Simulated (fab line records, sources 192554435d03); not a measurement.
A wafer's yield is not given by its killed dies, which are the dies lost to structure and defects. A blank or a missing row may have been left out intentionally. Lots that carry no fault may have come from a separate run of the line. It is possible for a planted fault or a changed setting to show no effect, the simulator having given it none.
Commonality check across tools / flow n5_finfet / 24 wafers sampled across 8 lots

## WHY THIS WAS OPENED
At N5_BEOL_M4_RC_MEAS_101 the reading CJ_P is flagged on 3 of 8 lots. Wafers without a fault read 5.78, standard deviation 0.19.
Rule: flag the lot when none of its wafers has a number, or when each of its wafers that has one lies beyond 4 standard deviations from that mean. The rest of the lots are taken to be sound.

lot=L760; measured=day 8 04:59; on=prober-02; CJ_P, wafer by wafer=6.09 5.60 5.66; flag=
lot=L770; measured=day 10 18:22; on=prober-02; CJ_P, wafer by wafer=3.34 3.43 3.19; flag=FLAGGED
lot=L771; measured=day 10 22:03; on=prober-01; CJ_P, wafer by wafer=3.26 3.18 3.19; flag=FLAGGED
lot=L772; measured=day 11 06:59; on=prober-02; CJ_P, wafer by wafer=6.08 5.75 6.10; flag=
lot=L773; measured=day 11 13:42; on=prober-02; CJ_P, wafer by wafer=3.24 3.33 3.11; flag=FLAGGED
lot=L781; measured=day 13 06:59; on=prober-02; CJ_P, wafer by wafer=5.69 5.95 5.82; flag=
lot=L782; measured=day 14 11:01; on=prober-02; CJ_P, wafer by wafer=5.67 5.81 5.62; flag=
lot=L783; measured=day 15 03:51; on=prober-02; CJ_P, wafer by wafer=5.57 5.61 5.61; flag=
The numbers of the flagged lots are 3.25 on average: -2.53 against the usual, or -13 standard deviations.

## EACH LOT AND THE TOOL IT RAN ON
4 process steps preceding the reading are held in the record, out of 1938 steps in the route. Read each cell as the tool, then ch plus the chambers that the sampled wafers visited, then the start.
lot=L760; flag=; N5_ZERO_LAYER_DESCUM_16=rie_diel-04 ch 0,2,3, day 1 13:23; N5_WELL_APT_DESCUM_13=rie_diel-02 ch 0,1, day 1 14:21; N5_WELL_APT_IMPLANT_15=implanter-01 ch 0, day 1 14:40; N5_PMOS_HMC_CHANNEL_EPI_STRIP_33=rie_diel-03 ch 0,2,3, day 1 18:02
lot=L770; flag=FLAGGED; N5_ZERO_LAYER_DESCUM_16=rie_diel-03 ch 0,2,3, day 4 00:50; N5_WELL_APT_DESCUM_13=rie_diel-02 ch 0,1, day 4 01:47; N5_WELL_APT_IMPLANT_15=implanter-01 ch 0, day 4 02:04; N5_PMOS_HMC_CHANNEL_EPI_STRIP_33=rie_diel-03 ch 1,2,3, day 4 05:56
lot=L771; flag=FLAGGED; N5_ZERO_LAYER_DESCUM_16=rie_diel-04 ch 2,3, day 4 07:07; N5_WELL_APT_DESCUM_13=rie_diel-01 ch 1,3, day 4 08:05; N5_WELL_APT_IMPLANT_15=implanter-01 ch 0, day 4 08:23; N5_PMOS_HMC_CHANNEL_EPI_STRIP_33=rie_diel-03 ch 2,3, day 4 11:32
lot=L772; flag=; N5_ZERO_LAYER_DESCUM_16=rie_diel-05 ch 2,3, day 4 12:41; N5_WELL_APT_DESCUM_13=rie_diel-02 ch 0,1, day 4 13:47; N5_WELL_APT_IMPLANT_15=implanter-02 ch 0, day 4 14:04; N5_PMOS_HMC_CHANNEL_EPI_STRIP_33=rie_diel-03 ch 2,3, day 4 17:55
lot=L773; flag=FLAGGED; N5_ZERO_LAYER_DESCUM_16=rie_diel-04 ch 1,2, day 4 18:49; N5_WELL_APT_DESCUM_13=rie_diel-01 ch 0,2,3, day 4 19:46; N5_WELL_APT_IMPLANT_15=implanter-01 ch 0, day 4 20:05; N5_PMOS_HMC_CHANNEL_EPI_STRIP_33=rie_diel-04 ch 1,2, day 4 23:29
lot=L781; flag=; N5_ZERO_LAYER_DESCUM_16=rie_diel-05 ch 0,1,2, day 6 19:11; N5_WELL_APT_DESCUM_13=rie_diel-01 ch 0,1,2, day 6 20:50; N5_WELL_APT_IMPLANT_15=implanter-02 ch 0, day 6 21:08; N5_PMOS_HMC_CHANNEL_EPI_STRIP_33=rie_diel-05 ch 0,2,3, day 7 00:25
lot=L782; flag=; N5_ZERO_LAYER_DESCUM_16=rie_diel-05 ch 1,2, day 7 00:41; N5_WELL_APT_DESCUM_13=rie_diel-01 ch 0,2,3, day 7 01:38; N5_WELL_APT_IMPLANT_15=implanter-01 ch 0, day 7 01:57; N5_PMOS_HMC_CHANNEL_EPI_STRIP_33=rie_diel-05 ch 0,3, day 7 05:36
lot=L783; flag=; N5_ZERO_LAYER_DESCUM_16=rie_diel-03 ch 0,1,2, day 7 06:44; N5_WELL_APT_DESCUM_13=rie_diel-01 ch 0,3, day 7 07:50; N5_WELL_APT_IMPLANT_15=implanter-02 ch 0, day 7 08:07; N5_PMOS_HMC_CHANNEL_EPI_STRIP_33=rie_diel-05 ch 0,1, day 7 11:40
What the steps here do:
- N5_ZERO_LAYER_DESCUM_16: chemistry O2, time 7.9 s.
- N5_WELL_APT_DESCUM_13: chemistry O2, time 7.9 s.
- N5_WELL_APT_IMPLANT_15
- N5_PMOS_HMC_CHANNEL_EPI_STRIP_33: strips in N2/H2.
- N5_BEOL_M4_RC_MEAS_101

## FLAGGED AGAINST TOTAL, ONE TOOL AT A TIME (gauges that did the reading follow at the end)
step=N5_ZERO_LAYER_DESCUM_16; tool=rie_diel-03; lots run=2; flagged=1; share of the flagged lots=some; sound lots run after its first flagged lot=1 (L783)
step=N5_ZERO_LAYER_DESCUM_16; tool=rie_diel-04; lots run=3; flagged=2; share of the flagged lots=some; sound lots run after its first flagged lot=0
step=N5_ZERO_LAYER_DESCUM_16; tool=rie_diel-05; lots run=3; flagged=0; share of the flagged lots=none; sound lots run after its first flagged lot=-
step=N5_WELL_APT_DESCUM_13; tool=rie_diel-01; lots run=5; flagged=2; share of the flagged lots=some; sound lots run after its first flagged lot=3 (L781,L782,L783)
step=N5_WELL_APT_DESCUM_13; tool=rie_diel-02; lots run=3; flagged=1; share of the flagged lots=some; sound lots run after its first flagged lot=1 (L772)
step=N5_WELL_APT_IMPLANT_15; tool=implanter-01; lots run=5; flagged=3; share of the flagged lots=all; sound lots run after its first flagged lot=1 (L782)
step=N5_WELL_APT_IMPLANT_15; tool=implanter-02; lots run=3; flagged=0; share of the flagged lots=none; sound lots run after its first flagged lot=-
step=N5_PMOS_HMC_CHANNEL_EPI_STRIP_33; tool=rie_diel-03; lots run=4; flagged=2; share of the flagged lots=some; sound lots run after its first flagged lot=1 (L772)
step=N5_PMOS_HMC_CHANNEL_EPI_STRIP_33; tool=rie_diel-04; lots run=1; flagged=1; share of the flagged lots=some; sound lots run after its first flagged lot=0
step=N5_PMOS_HMC_CHANNEL_EPI_STRIP_33; tool=rie_diel-05; lots run=3; flagged=0; share of the flagged lots=none; sound lots run after its first flagged lot=-
step=N5_BEOL_M4_RC_MEAS_101; tool=prober-01; lots run=1; flagged=1; share of the flagged lots=some; sound lots run after its first flagged lot=0
step=N5_BEOL_M4_RC_MEAS_101; tool=prober-02; lots run=7; flagged=2; share of the flagged lots=some; sound lots run after its first flagged lot=4 (L772,L781,L782,L783)

## WHAT IS ALLOWED BY THE TABLE
In the table, 1 row covers all flagged lots: implanter-01 at N5_WELL_APT_IMPLANT_15.
- implanter-01 at N5_WELL_APT_IMPLANT_15: 3 of its 5 lots flagged. Lots that were sound ran on it after the first flagged one (L782); a persistent fault on the entire tool would not allow that. Its own readings (dose_ions_cm2, faraday_current_uA) fall more than 4 standard deviations out on all wafers of the flagged lots.
No row of the table ran every flagged lot and no sound lot after the first.

## WHAT WAS PUT IN BY THE SIMULATOR
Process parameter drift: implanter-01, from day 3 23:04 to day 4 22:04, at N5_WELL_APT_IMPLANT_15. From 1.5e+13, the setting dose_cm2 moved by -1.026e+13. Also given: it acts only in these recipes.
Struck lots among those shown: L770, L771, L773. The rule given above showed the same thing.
